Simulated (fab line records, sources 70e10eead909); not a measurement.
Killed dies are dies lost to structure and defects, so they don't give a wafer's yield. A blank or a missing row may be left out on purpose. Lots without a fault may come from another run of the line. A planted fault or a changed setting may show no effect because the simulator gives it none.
Tool commonality check | flow nand_harc | 12 lots, 36 wafers sampled

WHY IT WAS OPENED
At NHARC_END_SORT_01 the reading killed_at_periphery is flagged on 1 of 12 lots. Wafers without a fault read 4.0, standard deviation 2.6.
Rule: a lot is flagged when every wafer of it that has a number lies more than 4 standard deviations from that mean, or none has a number. The other lots count as sound.

lot  | measured     | on        | killed_at_periphery, wafer by wafer | flag
L820 | day 24 07:41 | prober-02 | 5 10 6                              |
L823 | day 25 04:55 | prober-01 | 8 5 12                              |
L821 | day 25 04:56 | prober-02 | 1 0 6                               |
L827 | day 26 18:14 | prober-02 | 3 2 1                               |
L826 | day 26 19:47 | prober-01 | 1 5 0                               |
L828 | day 27 12:47 | prober-01 | 0 2 0                               |
L830 | day 28 11:38 | prober-02 | 613 605 610                         | FLAGGED
L838 | day 31 06:31 | prober-02 | 4 2 5                               |
L839 | day 32 08:04 | prober-01 | 4 6 6                               |
L840 | day 32 17:13 | prober-01 | 11 9 2                              |
L841 | day 33 03:35 | prober-02 | 4 4 1                               |
L843 | day 34 06:13 | prober-02 | 5 3 6                               |
The numbers of the flagged lots are 609.3 on average: +605.3 against the usual, or +99 or more standard deviations.

WHICH TOOL RAN EACH LOT
The record holds 3 process steps before the reading, out of a route of 1302 steps. In each cell: the tool, then ch and the chambers that the sampled wafers went through, then the start.
lot  | flag    | NHARC_P_ZERO_WELL_EXPOSE_49       | NHARC_P_GATE_ETCH_114                         | NHARC_P_GATE_DEGAS_109
L820 |         | krf_scanner-03 ch 0, day 2 02:24  | rie_diel-03 ch 0,1,3, day 5 21:29 or earlier  | pvd_sputter-03, day 5 21:29
L823 |         | krf_scanner-02 ch 0, day 3 07:32  | rie_diel-01 ch 1,2,3, day 6 23:06 or earlier  | pvd_sputter-03, day 6 23:06
L821 |         | krf_scanner-04 ch 0, day 2 11:45  | rie_diel-09 ch 0,2,3, day 5 21:38 or earlier  | pvd_sputter-02, day 5 21:38
L827 |         | krf_scanner-04 ch 0, day 4 23:34  | rie_diel-09 ch 0,2,3, day 8 13:21 or earlier  | pvd_sputter-01, day 8 13:21
L826 |         | krf_scanner-03 ch 0, day 4 13:35  | rie_diel-03 ch 1,3, day 8 07:14 or earlier    | pvd_sputter-02, day 8 07:14
L828 |         | krf_scanner-04 ch 0, day 5 09:29  | rie_diel-01 ch 0,1,3, day 9 01:48 or earlier  | pvd_sputter-03, day 9 01:48
L830 | FLAGGED | krf_scanner-02 ch 0, day 6 05:20  | no row                                        | no row
L838 |         | krf_scanner-02 ch 0, day 9 13:37  | rie_diel-01 ch 0,1, day 13 01:39 or earlier   | pvd_sputter-01, day 13 01:39
L839 |         | krf_scanner-03 ch 0, day 9 23:48  | rie_diel-09 ch 1,2,3, day 13 15:22 or earlier | pvd_sputter-01, day 13 15:22
L840 |         | krf_scanner-02 ch 0, day 10 09:45 | rie_diel-01 ch 1,2,3, day 14 03:44 or earlier | pvd_sputter-01, day 14 03:44
L841 |         | krf_scanner-02 ch 0, day 10 19:30 | rie_diel-09 ch 1,2, day 14 11:02 or earlier   | pvd_sputter-01, day 14 11:02
L843 |         | krf_scanner-04 ch 0, day 11 15:40 | rie_diel-01 ch 0,1,2, day 15 05:52 or earlier | pvd_sputter-02, day 15 05:52
What these steps do:
- NHARC_P_ZERO_WELL_EXPOSE_49: exposes mask P HVPW, target cd 2000 nm.
- NHARC_P_GATE_ETCH_114: etches the open film in CF4/O2, target depth 30 nm, overetch 3 nm, time 16.5 s.
- NHARC_P_GATE_DEGAS_109: time 60 s.
- NHARC_END_SORT_01

FLAGGED OVER TOTAL, TOOL BY TOOL (the gauges that took the reading come last)
step                        | tool           | lots run | flagged | share of the flagged lots | sound lots run after its first flagged lot
NHARC_P_ZERO_WELL_EXPOSE_49 | krf_scanner-02 | 5        | 1       | all                       | 3 (L838,L840,L841)
NHARC_P_ZERO_WELL_EXPOSE_49 | krf_scanner-03 | 3        | 0       | none                      | -
NHARC_P_ZERO_WELL_EXPOSE_49 | krf_scanner-04 | 4        | 0       | none                      | -
NHARC_P_GATE_ETCH_114       | rie_diel-01    | 5        | 0       | none                      | -
NHARC_P_GATE_ETCH_114       | rie_diel-03    | 2        | 0       | none                      | -
NHARC_P_GATE_ETCH_114       | rie_diel-09    | 4        | 0       | none                      | -
NHARC_P_GATE_DEGAS_109      | pvd_sputter-01 | 5        | 0       | none                      | -
NHARC_P_GATE_DEGAS_109      | pvd_sputter-02 | 3        | 0       | none                      | -
NHARC_P_GATE_DEGAS_109      | pvd_sputter-03 | 3        | 0       | none                      | -
NHARC_END_SORT_01           | prober-01      | 5        | 0       | none                      | -
NHARC_END_SORT_01           | prober-02      | 7        | 1       | all                       | 3 (L838,L841,L843)
NHARC_P_GATE_ETCH_114 gives no start for some lots, so the hours and the order of its lots are those of NHARC_P_GATE_DEGAS_109.

WHAT THE TABLE ALLOWS
2 rows of the table ran every flagged lot: krf_scanner-02 at NHARC_P_ZERO_WELL_EXPOSE_49, prober-02 at NHARC_END_SORT_01.
- krf_scanner-02 at NHARC_P_ZERO_WELL_EXPOSE_49: 1 of its 5 lots flagged. Sound lots ran on it after the first flagged one (L838, L840, L841), which a lasting fault on the whole tool wouldn't allow.
- prober-02 at NHARC_END_SORT_01: 1 of its 7 lots flagged. Sound lots ran on it after the first flagged one (L838, L841, L843), which a lasting fault on the whole tool wouldn't allow.
No row of the table ran every flagged lot and no sound lot after the first.

WHAT THE SIMULATOR HAD PUT IN
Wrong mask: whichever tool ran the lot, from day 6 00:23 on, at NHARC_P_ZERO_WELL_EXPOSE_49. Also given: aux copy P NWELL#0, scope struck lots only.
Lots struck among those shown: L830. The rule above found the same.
